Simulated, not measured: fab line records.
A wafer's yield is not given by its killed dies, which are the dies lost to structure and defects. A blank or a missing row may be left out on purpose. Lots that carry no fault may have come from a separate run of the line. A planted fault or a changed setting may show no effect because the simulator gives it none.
The tool behind it: which one? || flow nand-harc || Sampling: 11 lots, 33 wafers, 5 of 1302 route steps

## WHAT THE GAUGES READ, wafer by wafer
NHARC_END_SORT_01.
{"lot": "L924", "measured": "day 33 06:24", "on": "prober-02", "killed-at-array": "672 671 674"}
{"lot": "L925", "measured": "day 33 07:10", "on": "prober-01", "killed-at-array": "673 676 675"}

## WHICH TOOL RAN EACH LOT (tool, then ch and the chambers of the sampled wafers, then the start)
{"lot": "L904", "NHARC_A_STAIRCASE_TRIM_226": "rie-diel-05 ch 0,1,2, day 16 06:28 or earlier", "NHARC_A_STAIRCASE_TRIM_231": "rie-diel-05 ch 0,1, day 16 06:28 or earlier", "NHARC_A_STAIRCASE_TRIM_235": "rie-diel-05 ch 0,1,2, day 16 06:28", "NHARC_A_STAIRCASE_ETCH_236": "rie-diel-05 ch 0,1,2, no start"}
{"lot": "L905", "NHARC_A_STAIRCASE_TRIM_226": "rie-diel-05 ch 1,3, day 16 13:08 or earlier", "NHARC_A_STAIRCASE_TRIM_231": "rie-diel-13 ch 1,2,3, day 16 13:08 or earlier", "NHARC_A_STAIRCASE_TRIM_235": "rie-diel-13 ch 0,3, day 16 13:08", "NHARC_A_STAIRCASE_ETCH_236": "rie-diel-13 ch 2,3, no start"}
{"lot": "L907", "NHARC_A_STAIRCASE_TRIM_226": "rie-diel-05 ch 0,2,3, day 16 21:14 or earlier", "NHARC_A_STAIRCASE_TRIM_231": "rie-diel-05 ch 1,2,3, day 16 21:14 or earlier", "NHARC_A_STAIRCASE_TRIM_235": "rie-diel-05 ch 0,1, day 16 21:14", "NHARC_A_STAIRCASE_ETCH_236": "rie-diel-05 ch 0,1,3, no start"}
{"lot": "L909", "NHARC_A_STAIRCASE_TRIM_226": "rie-diel-13 ch 0,1,3, day 18 15:04 or earlier", "NHARC_A_STAIRCASE_TRIM_231": "rie-diel-05 ch 0,2,3, day 18 15:04 or earlier", "NHARC_A_STAIRCASE_TRIM_235": "rie-diel-05 ch 1,2,3, day 18 15:04", "NHARC_A_STAIRCASE_ETCH_236": "rie-diel-05 ch 1,2,3, no start"}
{"lot": "L912", "NHARC_A_STAIRCASE_TRIM_226": "rie-diel-13 ch 1,3, day 20 00:21 or earlier", "NHARC_A_STAIRCASE_TRIM_231": "rie-diel-05 ch 0,1,3, day 20 00:21 or earlier", "NHARC_A_STAIRCASE_TRIM_235": "rie-diel-05 ch 1,2,3, day 20 00:21", "NHARC_A_STAIRCASE_ETCH_236": "rie-diel-05 ch 0,2,3, no start"}
{"lot": "L914", "NHARC_A_STAIRCASE_TRIM_226": "rie-diel-05 ch 0,3, day 20 00:28 or earlier", "NHARC_A_STAIRCASE_TRIM_231": "rie-diel-05 ch 2,3, day 20 00:28 or earlier", "NHARC_A_STAIRCASE_TRIM_235": "rie-diel-05 ch 1,2,3, day 20 00:28", "NHARC_A_STAIRCASE_ETCH_236": "rie-diel-05 ch 0,1, no start"}
{"lot": "L913", "NHARC_A_STAIRCASE_TRIM_226": "rie-diel-13 ch 0,1,3, day 20 02:46 or earlier", "NHARC_A_STAIRCASE_TRIM_231": "rie-diel-01 ch 0,1,2, day 20 02:46 or earlier", "NHARC_A_STAIRCASE_TRIM_235": "rie-diel-01 ch 0,1,2, day 20 02:46", "NHARC_A_STAIRCASE_ETCH_236": "rie-diel-01 ch 0,1,2, no start"}
{"lot": "L915", "NHARC_A_STAIRCASE_TRIM_226": "rie-diel-13 ch 0,1,3, day 20 19:09 or earlier", "NHARC_A_STAIRCASE_TRIM_231": "rie-diel-01 ch 1,2,3, day 20 19:09 or earlier", "NHARC_A_STAIRCASE_TRIM_235": "rie-diel-01 ch 0,2,3, day 20 19:09", "NHARC_A_STAIRCASE_ETCH_236": "rie-diel-01 ch 0,1,3, no start"}
{"lot": "L924", "NHARC_A_STAIRCASE_TRIM_226": "rie-diel-05 ch 0,2,3, day 24 15:44 or earlier", "NHARC_A_STAIRCASE_TRIM_231": "rie-diel-01 ch 1,3, day 24 15:44 or earlier", "NHARC_A_STAIRCASE_TRIM_235": "rie-diel-01 ch 0,1, day 24 15:44", "NHARC_A_STAIRCASE_ETCH_236": "rie-diel-01 ch 1,2,3, day 33 06:24 or earlier"}
{"lot": "L925", "NHARC_A_STAIRCASE_TRIM_226": "rie-diel-05 ch 0,1,3, day 24 17:56 or earlier", "NHARC_A_STAIRCASE_TRIM_231": "rie-diel-01 ch 1,2,3, day 24 17:56 or earlier", "NHARC_A_STAIRCASE_TRIM_235": "rie-diel-01 ch 0,2,3, day 24 17:56", "NHARC_A_STAIRCASE_ETCH_236": "rie-diel-01 ch 1,2,3, day 33 07:10 or earlier"}
{"lot": "L923", "NHARC_A_STAIRCASE_TRIM_226": "rie-diel-01 ch 1,2,3, day 24 20:15 or earlier", "NHARC_A_STAIRCASE_TRIM_231": "rie-diel-01 ch 0,1, day 24 20:15 or earlier", "NHARC_A_STAIRCASE_TRIM_235": "rie-diel-01 ch 0,1,2, day 24 20:15", "NHARC_A_STAIRCASE_ETCH_236": "rie-diel-01 ch 0,1,3, no start"}
- NHARC_A_STAIRCASE_TRIM_226: chemistry O2, time 211.2 s.
- NHARC_A_STAIRCASE_TRIM_231: chemistry O2, time 211.2 s.
- NHARC_A_STAIRCASE_TRIM_235: chemistry O2, time 211.2 s.
- NHARC_A_STAIRCASE_ETCH_236: etches the open film in C4F8/O2, target depth 100 nm, time 40.5 s.

## THE ANSWER, worked out from the rows above alone
Rule: what is usual is taken from the lots themselves. The widest of any qualifying gaps counts: lots, ordered by their means at a reading, are off when they make up no more than a third of the lots, leave a main group of 4 or more, and stand apart from it by 3 or more times the standard deviation of that group's means. Not used: any main group whose means are identical at the precision the tables above print for the reading. A lot without any number at a reading at which 4 lots or more have one is off too. The other lots that the step has rows for count as sound.
No lot is off at any reading shown: from this, nothing can be told.

## WHAT THE SIMULATOR PUT IN
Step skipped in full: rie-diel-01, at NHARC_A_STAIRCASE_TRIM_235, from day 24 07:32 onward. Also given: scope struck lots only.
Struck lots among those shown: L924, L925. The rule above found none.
